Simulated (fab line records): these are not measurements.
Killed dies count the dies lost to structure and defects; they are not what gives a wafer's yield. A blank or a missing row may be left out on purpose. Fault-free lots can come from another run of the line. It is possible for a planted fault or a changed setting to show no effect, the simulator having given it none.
Lot-split experiment :: flow n5_finfet :: on a route of 1938 steps: 7 lots, 21 wafers read

== SPLIT DETAILS ==
At N5_PASSIVATION_ETCH_54 (etches SiO2 in CHF3/O2, target depth 880 nm, time 440 s), the setting source_w was moved away from the recipe's 650 W on 4 of the 21 wafers read, by -9.4% to +13.9%. The other wafers ran this setting at the recipe's value.

The reading is taken at the split's own step.

== THE READING ==
rf_vpp_V, in V, at N5_PASSIVATION_ETCH_54 (etches SiO2 in CHF3/O2, target depth 880 nm, time 440 s). Typical for fault-free wafers on this fab line: 525 V, with standard deviation 4.4 V.

wafer: L074.1
tool, chamber at the split: rie_diel-03, 1
source_w as run, W: 650
against the recipe: recipe
rf_vpp_V, V: 529
against lot-mates on the recipe: -

wafer: L074.3
tool, chamber at the split: rie_diel-03, 2
source_w as run, W: 650
against the recipe: recipe
rf_vpp_V, V: 517
against lot-mates on the recipe: -

wafer: L074.4
tool, chamber at the split: rie_diel-03, 0
source_w as run, W: 650
against the recipe: recipe
rf_vpp_V, V: 524
against lot-mates on the recipe: -

wafer: L077.1
tool, chamber at the split: rie_diel-06, 2
source_w as run, W: 740.2
against the recipe: +13.9%
rf_vpp_V, V: 496
against lot-mates on the recipe: -27

wafer: L077.4
tool, chamber at the split: rie_diel-06, 1
source_w as run, W: 740.2
against the recipe: +13.9%
rf_vpp_V, V: 493
against lot-mates on the recipe: -30

wafer: L077.5
tool, chamber at the split: rie_diel-06, 0
source_w as run, W: 650
against the recipe: recipe
rf_vpp_V, V: 523
against lot-mates on the recipe: -

wafer: L079.2
tool, chamber at the split: rie_diel-06, 2
source_w as run, W: 650
against the recipe: recipe
rf_vpp_V, V: 529
against lot-mates on the recipe: -

wafer: L079.3
tool, chamber at the split: rie_diel-06, 3
source_w as run, W: 590.8
against the recipe: -9.1%
rf_vpp_V, V: 556
against lot-mates on the recipe: +30

wafer: L079.6
tool, chamber at the split: rie_diel-06, 0
source_w as run, W: 650
against the recipe: recipe
rf_vpp_V, V: 523
against lot-mates on the recipe: -

wafer: L076.1
tool, chamber at the split: rie_diel-06, 1
source_w as run, W: 650
against the recipe: recipe
rf_vpp_V, V: 527
against lot-mates on the recipe: -

wafer: L076.2
tool, chamber at the split: rie_diel-06, 3
source_w as run, W: 650
against the recipe: recipe
rf_vpp_V, V: 528
against lot-mates on the recipe: -

wafer: L076.5
tool, chamber at the split: rie_diel-06, 3
source_w as run, W: 650
against the recipe: recipe
rf_vpp_V, V: 527
against lot-mates on the recipe: -

wafer: L084.1
tool, chamber at the split: rie_diel-05, 1
source_w as run, W: 650
against the recipe: recipe
rf_vpp_V, V: 529
against lot-mates on the recipe: -

wafer: L084.3
tool, chamber at the split: rie_diel-05, 3
source_w as run, W: 650
against the recipe: recipe
rf_vpp_V, V: 525
against lot-mates on the recipe: -

wafer: L084.4
tool, chamber at the split: rie_diel-05, 3
source_w as run, W: 650
against the recipe: recipe
rf_vpp_V, V: 525
against lot-mates on the recipe: -

wafer: L090.1
tool, chamber at the split: rie_diel-03, 0
source_w as run, W: 650
against the recipe: recipe
rf_vpp_V, V: 524
against lot-mates on the recipe: -

wafer: L090.2
tool, chamber at the split: rie_diel-03, 3
source_w as run, W: 650
against the recipe: recipe
rf_vpp_V, V: 525
against lot-mates on the recipe: -

wafer: L090.6
tool, chamber at the split: rie_diel-03, 1
source_w as run, W: 650
against the recipe: recipe
rf_vpp_V, V: 530
against lot-mates on the recipe: -

wafer: L091.1
tool, chamber at the split: rie_diel-06, 0
source_w as run, W: 650
against the recipe: recipe
rf_vpp_V, V: 531
against lot-mates on the recipe: -

wafer: L091.3
tool, chamber at the split: rie_diel-06, 1
source_w as run, W: 650
against the recipe: recipe
rf_vpp_V, V: 524
against lot-mates on the recipe: -

wafer: L091.6
tool, chamber at the split: rie_diel-06, 0
source_w as run, W: 589.1
against the recipe: -9.4%
rf_vpp_V, V: 558
against lot-mates on the recipe: +30

THE FIT
A straight line over all 21 wafers: rf_vpp_V changes by -2.62 V for each +1% of source_w; r = -0.96; the points scatter about the line by 4 V.
The same after taking each lot's own level away (the mean of its wafers on the recipe; 21 wafers): -2.45 V for each +1%; r = -0.96; scatter 3.9 V.
According to that fit, moving source_w by its largest amount changes the reading by 34 V.
The span of the lots' own levels, 523.0 to 527.5 V, comes to 1.0 times the standard deviation stated above.
The two slopes agree, so the slope changes little with the lot-to-lot level.
Check: -36.2 V against its lot-mates is what the line predicts for one of the wafers moved furthest among these (+13.9%) when that wafer is left out of the fit. It came out at -27 V against them.
Tool readings at the split's step, against how far the setting was moved: rf_vpp_V r = -0.96.

== FURTHER SPLITS ON THESE WAFERS ==
Note: prior to the reading, these wafers also went through further splits. Each is held against what the fit with the lots' levels taken away leaves over:
other split on the same wafers: N5_BEOL_M15_EXPOSE_25 dose_mj
wafers away from the commonest value: 9
r with rf_vpp_V (lot level and that fit taken away): -0.14

other split on the same wafers: N5_BEOL_M15_ETCH_61 bias_w
wafers away from the commonest value: 12
r with rf_vpp_V (lot level and that fit taken away): +0.08

other split on the same wafers: N5_BEOL_M15_TRENCH_ETCH_34 time_s
wafers away from the commonest value: 6
r with rf_vpp_V (lot level and that fit taken away): -0.11

== THE WHOLE CHAIN: every reading that the file lists as answering this split, in the file's order ==
step: N5_PASSIVATION_ETCH_54
what it does: etches SiO2 in CHF3/O2, target depth 880 nm, time 440 s
reading: rf_vpp_V
change (the file's fit): -2.64 V for each +1% of the setting
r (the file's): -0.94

step: N5_PASSIVATION_ETCH_54
what it does: etches SiO2 in CHF3/O2, target depth 880 nm, time 440 s
reading: PASSIVATION.feature_depth_nm (the simulator's own value, which no gauge read)
change (the file's fit): +3.38 nm for each +1% of the setting
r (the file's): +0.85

== THE FILE'S OWN FIT ==
rf_vpp_V changes by -2.64 V for each +1% of source_w, r = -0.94.
